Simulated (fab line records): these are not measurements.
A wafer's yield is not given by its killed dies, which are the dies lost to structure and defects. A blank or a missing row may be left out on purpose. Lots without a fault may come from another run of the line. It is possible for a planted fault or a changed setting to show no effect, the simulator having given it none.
Comparing a struck lot with a sound one ; flow n5_finfet ; 18 steps out of a route of 1938
Sound: these wafers, L554.1, L554.4, L554.5. Wafers L574.1, L574.4, L574.6 were the ones struck. The cause is given at the end.
At each step with rows: each side's tool, then ch and its chambers, then its first start. Under that, the readings that differ: sound wafers ; struck wafers ; difference of the means ; sigmas: that difference in standard deviations of wafers without a fault.
alike: same words and numbers on both sides, and readings whose means sit less than 2 such deviations apart. not compared: any withheld reading, any reading some wafer has no value for, any bound like >300 that may hide the same value, and any number with overlapping values for which the record gives no deviation.
Wherever a step has rows on one side only, a row that says differs or no value, or a row with sigmas, the two part there. Numbers that don't overlap but have no deviation are shown without sigmas and don't part them. A reading missing from all wafers of one side parts the sides only when that side holds two or more wafers.

N5_FIN_SAQP_HM_DEP_03: deposits SiNx from SiH4/NH3/N2, target thk 38 nm, time 33.6 s.
  sound on pecvd-04 ch 0,2, day 2 02:59; struck on pecvd-01 ch 0,1,2, day 7 02:29
  alike: heater_power_w, showerhead_plenum_p_Torr, throttle_valve_pct
N5_FIN_SAQP_THK_MEAS_05:
  sound on film_metro-01, day 2 03:05; struck on film_metro-01, day 7 02:35
  alike: thk_nm
N5_FIN_SAQP_PECVD_47: deposits a-Si from SiH4/He, target thk 45 nm, time 36.3 s.
  sound on pecvd-01 ch 0,2, day 2 03:07; struck on pecvd-04 ch 0,1,2, day 7 02:37
reading;sound;struck;difference;sigmas
throttle_valve_pct (%);17.0 17.1 17.3;18.0 19.5 18.4;+1.5;+2
  alike: heater_power_w, showerhead_plenum_p_Torr
N5_FIN_SAQP_PECVD_48: deposits SiNx from SiH4/NH3/N2, target thk 25 nm, time 22.1 s.
  sound on pecvd-01 ch 0,2, day 2 03:10; struck on pecvd-04 ch 0,1,2, day 7 02:40
reading;sound;struck;difference;sigmas
throttle_valve_pct (%);37.5 37.5 37.7;40.0 42.9 39.8;+3.3;+2
  alike: heater_power_w, showerhead_plenum_p_Torr
N5_FIN_SAQP_PECVD_06: deposits a-Si from SiH4/He, target thk 60 nm, time 48.1 s.
  sound on pecvd-01 ch 0,2, day 2 03:12; struck on pecvd-04 ch 0,1,2, day 7 02:41
reading;sound;struck;difference;sigmas
throttle_valve_pct (%);16.9 16.9 17.4;18.0 19.7 18.2;+1.6;+2
  alike: heater_power_w, showerhead_plenum_p_Torr
N5_FIN_SAQP_THK_MEAS_07:
  sound on film_metro-01, day 2 03:17; struck on film_metro-02, day 7 02:47
  alike: thk_nm
N5_FIN_SAQP_HM_DEP_72: deposits SiO2 from SiH4/N2O, target thk 12 nm, time 7.2 s.
  sound on pecvd-04 ch 0,1,2, day 2 03:19; struck on pecvd-04 ch 0,1,2, day 7 02:49
  alike: heater_power_w, showerhead_plenum_p_Torr
then, 5 steps without rows for these wafers: N5_FIN_SAQP_COAT_49 (time 60 s, resist thk 100 nm); N5_FIN_SAQP_COAT_50 (time 60 s, resist thk 35 nm); N5_FIN_SAQP_COAT_10 (resist thk 90 nm); N5_FIN_SAQP_EBR_12; N5_FIN_SAQP_SOFTBAKE_11 (time 60 s).
N5_FIN_SAQP_EXPOSE_13: exposes mask FIN CORE, target cd 35.6 nm.
  sound on arfi_scanner-03 ch 0, day 2 03:38; struck on arfi_scanner-01 ch 0, day 7 03:01
reading;sound;struck;difference;sigmas
exposure_dose_mJ_cm2;63.27 63.20 63.18;63.64 63.68 63.69;+0.45;+3
model.FIN_SAQP.overlay_x_nm (nm);-0.5699 -0.5699 -0.5699;17.87 17.87 17.87;+18.44;
  alike: mask
then, 2 steps without rows for these wafers: N5_FIN_SAQP_PEB_14 (peb time 60 s); N5_FIN_SAQP_DEVELOP_15 (develop time 30 s).
N5_FIN_SAQP_CD_MEAS_16 targets a cd of 35.6 nm.
  sound on cd_sem-01 ch 0, day 2 03:46; struck on cd_sem-02 ch 0, day 7 03:08
  alike: cd_nm
N5_FIN_SAQP_OVL_MEAS_17:
  sound on overlay-01 ch 0, day 2 03:49; struck on overlay-01 ch 0, day 7 03:11
reading;sound;struck;difference;sigmas
FIN_CORE_OVL (nm);-1.4 -0.4 -0.6;15.8 17.2 16.5;+17.3;+19
N5_FIN_SAQP_INSPECT_18: inspects for defects (brightfield).
  sound on defect_inspect-02, day 2 03:50; struck on defect_inspect-01, day 7 03:13
  alike: raw_defect_count

## WHERE THEY PART
First at N5_FIN_SAQP_PECVD_47; last, within this record, at N5_FIN_SAQP_OVL_MEAS_17. Later steps at which nothing parts them and some readings are alike: N5_FIN_SAQP_INSPECT_18.

WHY: what had been put in by the simulator
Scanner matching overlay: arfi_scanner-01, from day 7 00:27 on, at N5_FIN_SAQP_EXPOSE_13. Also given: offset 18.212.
